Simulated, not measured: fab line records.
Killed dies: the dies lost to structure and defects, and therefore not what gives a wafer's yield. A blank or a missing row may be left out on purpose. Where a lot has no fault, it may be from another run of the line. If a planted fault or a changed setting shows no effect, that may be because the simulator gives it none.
Comparing a struck lot with a sound one | flow n5 finfet | 37 out of 1938 route steps
Sound: wafers L632.2, L632.4, L632.6. The struck wafers were L618.3, L618.4, L618.6. At the end, the cause is stated.
Order at every step that has rows: each side's tool, ch and its chambers, its first start. Under that, the readings that differ: sound wafers | struck wafers | difference of the means | sigmas: that difference in standard deviations of wafers without a fault.
alike: readings whose means differ by less than 2 such deviations, and words and numbers that are the same on both sides. not compared: withheld readings, readings that some wafer has no value for, bounds like >300 that may hide the same value, and numbers for which the record gives no deviation and whose values overlap.
A row with sigmas, a row that says differs or no value, or rows on one side alone: a step with any of these is where the two part. Numbers that have no deviation but don't overlap get no sigmas and don't part them. A reading missing from all wafers of one side parts the sides only when that side holds two or more wafers.

first, 9 steps without rows for these wafers: N5_BEOL_M4_ANNEAL_95 (time 240 s); N5_BEOL_M4_SPUTTER_96 (material Cu, target thk 4.5 nm, time 8.29 s); N5_BEOL_M4_ECD_50 (material Cu, target thk 300 nm); N5_BEOL_M4_ANNEAL_51 (time 90 s); N5_BEOL_M4_CMP_52 (polishes, stops on SiOC, t overpolish 6.8 s, target thk 40 nm); N5_BEOL_M4_PRE_CLEAN_60 (time 15 s); N5_BEOL_M4_CO_CAP_55 (material Co, precursor CCTBA/H2, target thk 2 nm, time 102.1 s); N5_BEOL_M4_PRE_CLEAN_56 (time 15 s); N5_BEOL_M4_DEP_57 (deposits SiCN from 3MS/NH3, target thk 8 nm, time 14 s).
N5_BEOL_M4_RC_MEAS_101:
  sound on prober-01 ch 0, day 14 09:36; struck on prober-02 ch 0, day 10 05:11
  alike: DIBL_N, DIBL_P, IOFF_N, IOFF_P, ION_N, ION_P, SS_N, SS_P, VT_N, VT_P
then, 24 steps without rows for these wafers: N5_BEOL_M5_ILD_DEP_00 (deposits SiCOH lowk from DEMS/porogen, target thk 140.64 nm, time 25.9 s); N5_BEOL_M5_CURE_79 (cures SiCOH lowk, time 240 s); N5_BEOL_M5_PECVD_70 (deposits SiO2 from TEOS/O2, target thk 16 nm, time 18 s); N5_BEOL_M5_HM_DEP_02 (deposits TiN, target thk 20 nm); N5_BEOL_M5_COAT_59 (time 60 s, resist thk 60 nm); N5_BEOL_M5_COAT_60 (time 60 s, resist thk 12 nm); N5_BEOL_M5_COAT_71 (time 60 s, resist thk 5 nm); N5_BEOL_M5_COAT_05 (resist thk 30 nm); N5_BEOL_M5_EBR_07; N5_BEOL_M5_SOFTBAKE_06 (time 60 s); N5_BEOL_M5_EXPOSE_08 (exposes mask M5, target cd 28 nm); N5_BEOL_M5_PEB_09 (peb time 60 s); N5_BEOL_M5_DEVELOP_10 (develop time 30 s); N5_BEOL_M5_DESCUM_16 (chemistry O2, time 7 s); N5_BEOL_M5_ETCH_72 (etches underlayer in N2/H2, target depth 6.5 nm, time 5.2 s); N5_BEOL_M5_ETCH_61 (etches SiARC in CF4, target depth 15.6 nm, time 26 s); N5_BEOL_M5_ETCH_62 (etches SOC in N2/H2, target depth 75 nm, overetch 15 nm, time 112.5 s); N5_BEOL_M5_STRIP_63 (strips in N2/H2); N5_BEOL_M5_STRIP_73 (strips in N2/H2); N5_BEOL_M5_STRIP_64 (strips in CF4); N5_BEOL_M5_HM_OPEN_17 (chemistry Cl2/BCl3, target TiN, target depth 20 nm, overetch 6 nm); N5_BEOL_M5_STRIP_19 (strips in O2); N5_BEOL_M5_COAT_65 (time 60 s, resist thk 60 nm); N5_BEOL_M5_COAT_66 (time 60 s, resist thk 12 nm).
N5_BEOL_M6_STRIP_36: strips in N2/H2.
  sound on rie diel-02 ch 0,1, day 15 02:49; struck on rie diel-06 ch 1,2,3, day 10 22:23
  no value came back on the struck wafers for any of 8 readings (bias power w (W), chamber pressure mTorr (mTorr) and others); on the sound wafers bias power w (W) reads 7.009 7.020 7.001
  reading                                  | sound | struck         | difference | sigmas
  model.SOC_of_BEOL_M6_COAT_63.thk nm (nm) | 0 0 0 | 53.4 53.6 53.4 | +53.5      |
  not compared: rf hours counter h
N5_BEOL_M6_ETCH_41: etches SiCN in CH3F/O2, target depth 29.7 nm, time 52 s.
  sound on rie diel-02 ch 0,1; struck on rie diel-06 ch 1,2,3, day 10 22:28
  reading                                  | sound | struck       | difference | sigmas
  model.SOC_of_BEOL_M6_COAT_63.thk nm (nm) | 0 0 0 | 37 37.4 36.8 | +37        |
  alike: drypump motor current A, oes product au, rf vpp V, showerhead plenum p Torr, throttle valve pct
  not compared: rf hours counter h
-- the record jumps here: 4 days lie between the struck wafers' starts before and after (it left off in module BEOL_M6 and takes up again in module PASSIVATION, whose first step shown is number 1936 of the route) --
N5_PASSIVATION_PROBE_49:
  only the struck wafers here have rows in the record (prober-02, day 14 11:43); the sound ones have none

## WHERE THEY PART
First at N5_BEOL_M6_STRIP_36; last, within this record, at N5_PASSIVATION_PROBE_49.

WHY: what had been put in by the simulator
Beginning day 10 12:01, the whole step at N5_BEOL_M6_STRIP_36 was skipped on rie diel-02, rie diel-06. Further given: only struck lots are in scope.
